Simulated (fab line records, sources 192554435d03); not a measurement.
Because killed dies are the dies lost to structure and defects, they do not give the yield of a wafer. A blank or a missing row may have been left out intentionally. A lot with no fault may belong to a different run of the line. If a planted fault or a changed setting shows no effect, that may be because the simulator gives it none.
Lot-split experiment	flow n5 finfet	7 lots, 21 wafers read, on a route of 1938 steps

## THE SPLIT
At N5_DUMMY_GATE_COAT_34 (time 60 s, resist thk 60 nm), the setting spin rpm was moved away from the recipe's 1500 rpm on 6 of the 21 wafers read, by +5.1% to +10.4%. For the rest of the wafers, this setting stayed at what the recipe calls for.

## FROM THE SPLIT TO THE READING: what the file shows between them, 8 steps
- N5_DUMMY_GATE_COAT_35: time 60 s, resist thk 10 nm
- N5_DUMMY_GATE_COAT_28: time 60 s, resist thk 10 nm
- N5_DUMMY_GATE_ETCH_29: etches underlayer in N2/H2, target depth 13 nm
- N5_DUMMY_GATE_ETCH_36: etches SiARC in CF4, target depth 13 nm
- N5_DUMMY_GATE_ETCH_37: etches SOC in N2/H2, target depth 60 nm, overetch 30 nm
- N5_DUMMY_GATE_STRIP_38: strips in N2/H2
- N5_DUMMY_GATE_STRIP_39: strips in N2/H2
- N5_DUMMY_GATE_STRIP_40: strips in CF4

## THE READING
SOC_of_DUMMY_GATE_COAT_34.thk nm (the simulator's own value, which no gauge read), in nm, at N5_DUMMY_GATE_ETCH_31 (etches SiO2 in C4F6/O2, target depth 82.5 nm, time 27.5 s). The file gives no usual value for it. Average 51.3 nm, standard deviation 0.32 nm, over the 15 wafers here run with the recipe.

wafer	tool, chamber at the split	spin rpm as run, rpm	against the recipe	SOC_of_DUMMY_GATE_COAT_34.thk nm, nm	against lot-mates on the recipe
L077.1	litho track-05, 0	1500	recipe	51.8	-
L077.3	litho track-05, 0	1500	recipe	51.8	-
L077.2	litho track-05, 0	1500	recipe	51.6	-
L082.2	litho track-03, 0	1500	recipe	51.4	-
L082.3	litho track-03, 0	1500	recipe	51.6	-
L082.6	litho track-03, 0	1656	+10.4%	48.6	-2.9
L084.3	litho track-05, 0	1500	recipe	51.2	-
L084.5	litho track-05, 0	1500	recipe	51.4	-
L084.6	litho track-05, 0	1500	recipe	50.8	-
L085.1	litho track-05, 0	1500	recipe	51.4	-
L085.5	litho track-05, 0	1500	recipe	50.8	-
L085.6	litho track-05, 0	1500	recipe	50.8	-
L087.2	litho track-03, 0	1577	+5.1%	49.8	-1.5
L087.3	litho track-03, 0	1500	recipe	51.4	-
L087.6	litho track-03, 0	1500	recipe	51.2	-
L089.2	litho track-03, 0	1581	+5.4%	49.8	-1.4
L089.5	litho track-03, 0	1581	+5.4%	50.2	-1.0
L089.6	litho track-03, 0	1500	recipe	51.2	-
L093.2	litho track-05, 0	1587	+5.8%	50.6	-0.8
L093.3	litho track-05, 0	1500	recipe	51.4	-
L093.6	litho track-05, 0	1587	+5.8%	50.4	-1.0

THE FIT
A straight line over all 21 wafers: SOC_of_DUMMY_GATE_COAT_34.thk nm changes by -0.232 nm for each +1% of spin rpm; r = -0.90; the points scatter about the line by 0.35 nm.
The same after taking each lot's own level away (the mean of its wafers on the recipe; 21 wafers): -0.239 nm for each +1%; r = -0.94; scatter 0.26 nm.
According to that fit, moving spin rpm by its largest amount changes the reading by 2.5 nm.
From 51.00 to 51.73 nm: that is the span of the lots' own levels, equal to 2.3 times the standard deviation above.
Hence the lot-to-lot level has little effect on the slope; both slopes agree.
Check: -2.12 nm against its lot-mates is what the line predicts for one of the wafers moved furthest among these (+10.4%) when that wafer is left out of the fit. It came out at -2.9 nm against them.

## THE WHOLE CHAIN: every reading that the file lists as answering this split, in the file's order
step	what it does	reading	change (the file's fit)	r (the file's)
N5_DUMMY_GATE_COAT_34	time 60 s, resist thk 60 nm	SOC_of_DUMMY_GATE_COAT_34.thk nm (the simulator's own value, which no gauge read)	-0.266 nm for each +1% of the setting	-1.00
N5_DUMMY_GATE_ETCH_37	etches SOC in N2/H2, target depth 60 nm, overetch 30 nm	etch.depth nm (the simulator's own value, which no gauge read)	-0.272 nm for each +1% of the setting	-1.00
N5_DUMMY_GATE_ETCH_31	etches SiO2 in C4F6/O2, target depth 82.5 nm, time 27.5 s	SOC_of_DUMMY_GATE_COAT_34.thk nm (the simulator's own value, which no gauge read)	-0.251 nm for each +1% of the setting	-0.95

## THE FILE'S OWN FIT
SOC_of_DUMMY_GATE_COAT_34.thk nm changes by -0.251 nm for each +1% of spin rpm, r = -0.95.
